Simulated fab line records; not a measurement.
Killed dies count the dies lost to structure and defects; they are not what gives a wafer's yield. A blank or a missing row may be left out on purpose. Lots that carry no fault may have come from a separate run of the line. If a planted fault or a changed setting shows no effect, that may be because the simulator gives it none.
Matching of chambers :: flow n5-finfet :: pecvd-04 running N5_BEOL_M10_ILD_DEP_00: 3 sister chambers
The step deposits SiCOH lowk from DEMS/porogen, target thk 308.51 nm, time 58 s. 3 wafers are shown with their chamber, then 7 later ones without.

== WAFERS, EACH WITH ITS CHAMBER ==
wafer: L077.4
chamber: 0
throttle-valve-pct (%): 13.1

wafer: L084.5
chamber: 2
throttle-valve-pct (%): 13.0

wafer: L092.4
chamber: 1
throttle-valve-pct (%): 15.5

== WAFERS MISSING THEIR CHAMBER ==
wafer: L092.5
throttle-valve-pct (%): 13.2

wafer: L096.1
throttle-valve-pct (%): 13.2

wafer: L096.3
throttle-valve-pct (%): 13.3

wafer: L096.4
throttle-valve-pct (%): 13.6

wafer: L097.2
throttle-valve-pct (%): 16.0

wafer: L097.4
throttle-valve-pct (%): 13.0

wafer: L097.6
throttle-valve-pct (%): 16.0

== WHICH CHAMBER EACH WENT THROUGH ==
wafer: L092.5
from the rows above: can't be placed: 0 or 2
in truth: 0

wafer: L096.1
from the rows above: can't be placed: 0 or 2
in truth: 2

wafer: L096.3
from the rows above: can't be placed: 0 or 2
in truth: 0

wafer: L096.4
from the rows above: can't be placed: 0 or 2
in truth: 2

wafer: L097.2
from the rows above: 1
in truth: 1

wafer: L097.4
from the rows above: can't be placed: 2 or 0
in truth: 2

wafer: L097.6
from the rows above: 1
in truth: 1
2 of 7 placed correctly. Can't be placed from these rows: 5 (the true chamber is among the candidates in 5). Number placed wrongly: 0.
How it was worked out, from the rows above alone: a wafer's distance from a chamber is the root of the sum, over the readings, of the square of ((its reading less the chamber's mean) divided by the reading's scatter). The wafer belongs to the nearest chamber; if the next one is less than 2 further off, it can't be placed. A chamber's mean is the mean of its shown wafers. The scatter (one wafer shown for each chamber): square how far every hidden wafer sits from the nearest shown wafer, average those squares and take the square root.
